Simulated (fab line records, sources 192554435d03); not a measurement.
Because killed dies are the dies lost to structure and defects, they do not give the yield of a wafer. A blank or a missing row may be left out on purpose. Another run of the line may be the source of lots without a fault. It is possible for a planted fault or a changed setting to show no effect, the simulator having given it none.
Matching of chambers ; flow n5Finfet ; N5_MOL_CONTACT_COAG_STRIP_72 on rieDiel-05: 4 sister chambers
The step strips in N2/H2. 4 wafers are shown with their chamber, then 9 later ones without.

## WAFERS PAIRED WITH THEIR CHAMBERS
wafer;chamber;showerheadPlenumPTorr (Torr)
L082.1;1;2.59
L083.5;2;2.34
L085.5;0;2.50
L085.6;3;2.70

## WAFERS WITHOUT THEIR CHAMBER
wafer;showerheadPlenumPTorr (Torr)
L088.1;2.34
L088.2;2.58
L088.4;2.50
L090.1;2.70
L090.4;2.50
L090.6;2.58
L092.1;2.50
L092.2;2.58
L092.3;2.70

## THE CHAMBER EACH PASSED THROUGH
wafer;from the rows above;in truth
L088.1;2;2
L088.2;1;1
L088.4;0;0
L090.1;3;3
L090.4;0;0
L090.6;1;1
L092.1;0;0
L092.2;1;1
L092.3;3;3
Correct placement for 9 of the 9. Not placeable from these rows: 0. Number placed wrongly: 0.
How it was worked out, from the rows above alone: a wafer's distance from a chamber is the root of the sum, over the readings, of the square of ((its reading less the chamber's mean) divided by the reading's scatter). If the next closest chamber is less than 2 further off than the closest, the wafer can't be placed; otherwise it belongs to the closest. The mean given for a chamber averages the wafers shown for that chamber. The scatter: with one shown wafer a chamber, the root of the mean of the squares of how far each hidden wafer lies from its nearest shown one.
